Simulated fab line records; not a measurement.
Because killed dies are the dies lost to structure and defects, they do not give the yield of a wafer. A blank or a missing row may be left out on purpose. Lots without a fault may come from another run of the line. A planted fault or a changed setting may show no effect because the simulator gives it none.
What tool caused it? ; flow n5-finfet ; 12 lots with 36 wafers sampled at 2 steps, on a route of 1938 steps

== WHAT THE GAUGES SHOWED, per wafer ==
N5_FIN_CUT_OVL_MEAS_09.
lot;measured;on;FIN_CUT_OVL (nm)
L075;day 2 10:16;overlay-02;0.5 0.1 -0.4
L077;day 2 21:09;overlay-01;-0.5 0.2 -0.1
L079;day 3 07:47;overlay-01;0.6 0.6 0.0
L081;day 3 20:16;overlay-02;0.6 0.2 -0.3
L083;day 4 10:15;overlay-01;0.5 0.3 0.3
L085;day 4 22:27;overlay-02;-1.4 -1.1 -0.3
L087;day 5 08:32;overlay-01;-1.4 -0.5 -0.9
L089;day 5 21:50;overlay-02;-0.3 -0.7 -1.3
L091;day 6 08:24;overlay-01;0.1 -0.1 0.0
L093;day 6 21:48;overlay-02;-0.1 -0.5 -0.1
L095;day 7 09:07;overlay-02;-0.2 -0.5 -0.3
L097;day 7 20:30;overlay-01;-1.3 -0.9 -1.5

== WHICH TOOL RAN EACH LOT (tool, then ch and the chambers of the sampled wafers, then the start) ==
lot;N5_FIN_SAQP_ETCH_34
L075;rie-diel-03 ch 0,3, day 2 09:21
L077;rie-diel-03 ch 0,1,3, day 2 20:14
L079;rie-diel-01 ch 1,2, day 3 06:59
L081;rie-diel-01 ch 1,2, day 3 19:20
L083;rie-diel-01 ch 0,1,2, day 4 09:20
L085;rie-diel-06 ch 1,2, day 4 21:39
L087;rie-diel-06 ch 1,2,3, day 5 07:36
L089;rie-diel-06 ch 0,1,3, day 5 20:55
L091;rie-diel-01 ch 0,2, day 6 07:35
L093;rie-diel-03 ch 0,1,3, day 6 20:46
L095;rie-diel-06 ch 0,2,3, day 7 08:19
L097;rie-diel-06 ch 0,3, day 7 19:34
- N5_FIN_SAQP_ETCH_34: etches SiO2 in C4F6/O2, target depth 45 nm, time 15 s.

== THE ANSWER, worked out from the rows above alone ==
Rule: usual is defined by the lots themselves. The widest of any qualifying gaps counts: lots, ordered by their means at a reading, are off when they make up no more than a third of the lots, leave a main group of 4 or more, and stand apart from it by 3 or more times the standard deviation of that group's means. Not used: any main group whose means are identical at the precision the tables above print for the reading. A lot without any number at a reading at which 4 lots or more have one is off too. The other lots that the step has rows for count as sound.
None of the lots is off at any reading shown; this tells nothing.

== WHAT THE SIMULATOR PUT IN ==
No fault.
